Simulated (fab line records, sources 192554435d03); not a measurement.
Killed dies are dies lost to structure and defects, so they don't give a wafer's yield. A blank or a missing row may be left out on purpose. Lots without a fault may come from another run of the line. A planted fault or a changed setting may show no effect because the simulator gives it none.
Chamber matching | flow n5_finfet | N5_ZERO_LAYER_ETCH_17 on rie_diel-03: 4 sister chambers
The step etches SiO2 in CF4, target depth 12 nm, time 13.3 s. 14 wafers are shown with their chamber, then 7 later ones without.

WAFERS WITH THEIR CHAMBER
wafer  | chamber | drypump_motor_current_A (A) | showerhead_plenum_p_Torr (Torr) | rf_vpp_V (V)
L079.3 | 3       | 5.5                         | 2.23                            | 954
L079.5 | 1       | 5.8                         | 2.15                            | 949
L079.6 | 3       | 5.5                         | 2.23                            | 956
L085.2 | 2       | 5.7                         | 2.06                            | 943
L085.3 | 0       | 6.0                         | 2.26                            | 956
L085.6 | 0       | 6.0                         | 2.26                            | 956
L090.1 | 3       | 5.5                         | 2.22                            | 954
L090.4 | 2       | 5.7                         | 2.05                            | 943
L090.5 | 3       | 5.5                         | 2.22                            | 952
L093.1 | 1       | 5.8                         | 2.14                            | 949
L093.3 | 0       | 6.0                         | 2.25                            | 955
L093.5 | 0       | 5.9                         | 2.25                            | 956
L094.1 | 3       | 5.5                         | 2.22                            | 953
L094.4 | 0       | 6.0                         | 2.25                            | 957

SIGNATURES (means of the wafers above)
reading                  | chamber 0 | chamber 1 | chamber 2 | chamber 3 | scatter within a chamber
drypump_motor_current_A  | 5.980     | 5.800     | 5.700     | 5.500     | 0.0283
showerhead_plenum_p_Torr | 2.2540    | 2.1450    | 2.0550    | 2.2240    | 0.00583
rf_vpp_V                 | 956.00    | 949.00    | 943.00    | 953.80    | 1.04
Rule: a wafer's distance from a chamber is the root of the sum, over the readings, of the square of ((its reading less the chamber's mean) divided by the reading's scatter). The wafer belongs to the nearest chamber; if the next one is less than 2 further off, it can't be placed. The scatter: the root of (the sum of the squares of (reading less its chamber's mean) over the shown wafers, divided by (wafers less chambers)).

WAFERS WITHOUT THEIR CHAMBER
wafer  | drypump_motor_current_A (A) | showerhead_plenum_p_Torr (Torr) | rf_vpp_V (V)
L094.5 | 5.9                         | 2.25                            | 957
L096.1 | 5.5                         | 2.22                            | 955
L096.2 | 5.7                         | 2.14                            | 951
L096.3 | 5.7                         | 2.05                            | 943
L097.4 | 5.9                         | 2.25                            | 956
L097.5 | 5.7                         | 2.05                            | 943
L097.6 | 5.5                         | 2.22                            | 954

WHICH CHAMBER EACH WENT THROUGH
wafer  | from the rows above | in truth
L094.5 | 0                   | 0
L096.1 | 3                   | 3
L096.2 | 1                   | 1
L096.3 | 2                   | 2
L097.4 | 0                   | 0
L097.5 | 2                   | 2
L097.6 | 3                   | 3
Placed correctly: 7 of 7. Can't be placed from these rows: 0. Placed wrongly: 0.
